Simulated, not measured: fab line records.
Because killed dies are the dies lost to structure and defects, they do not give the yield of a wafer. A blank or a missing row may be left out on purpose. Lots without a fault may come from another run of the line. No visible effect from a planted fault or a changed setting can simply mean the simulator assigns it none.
Matching of chambers ; flow n5_finfet ; 4 sister chambers for N5_BEOL_M8_STRIP_36 on rie_diel-01
The step strips in N2/H2. 8 wafers are shown with their chamber, then 9 later ones without.

## WAFERS WITH THEIR CHAMBER
wafer;chamber;showerhead_plenum_p_Torr (Torr);drypump_motor_current_A (A)
L074.6;3;2.54;5.6
L082.1;2;2.46;6.3
L082.4;3;2.53;5.6
L080.5;0;2.67;5.7
L080.6;1;2.56;5.8
L084.1;0;2.66;5.8
L084.2;2;2.45;6.3
L084.4;1;2.55;5.7

## WAFERS WITH NO CHAMBER GIVEN
wafer;showerhead_plenum_p_Torr (Torr);drypump_motor_current_A (A)
L085.2;2.45;6.3
L085.3;2.52;5.6
L085.6;2.52;5.6
L087.2;2.55;5.8
L087.3;2.45;6.3
L087.5;2.45;6.2
L092.1;2.55;5.8
L092.2;2.51;5.6
L092.5;2.66;5.7

## CHAMBER TAKEN BY EACH
wafer;from the rows above;in truth
L085.2;2;2
L085.3;3;3
L085.6;3;3
L087.2;1;1
L087.3;2;2
L087.5;2;2
L092.1;1;1
L092.2;3;3
L092.5;0;0
Correctly placed: 9 of 9. Number that these rows cannot place: 0. 0 placed wrongly.
How it was worked out, from the rows above alone: a wafer's distance from a chamber is the root of the sum, over the readings, of the square of ((its reading less the chamber's mean) divided by the reading's scatter). If the next closest chamber is less than 2 further off than the closest, the wafer can't be placed; otherwise it belongs to the closest. A chamber's mean is the mean of its shown wafers. The scatter: take each reading less its chamber's mean, square it, sum over the shown wafers, divide by the number of wafers less the number of chambers, and take the root.
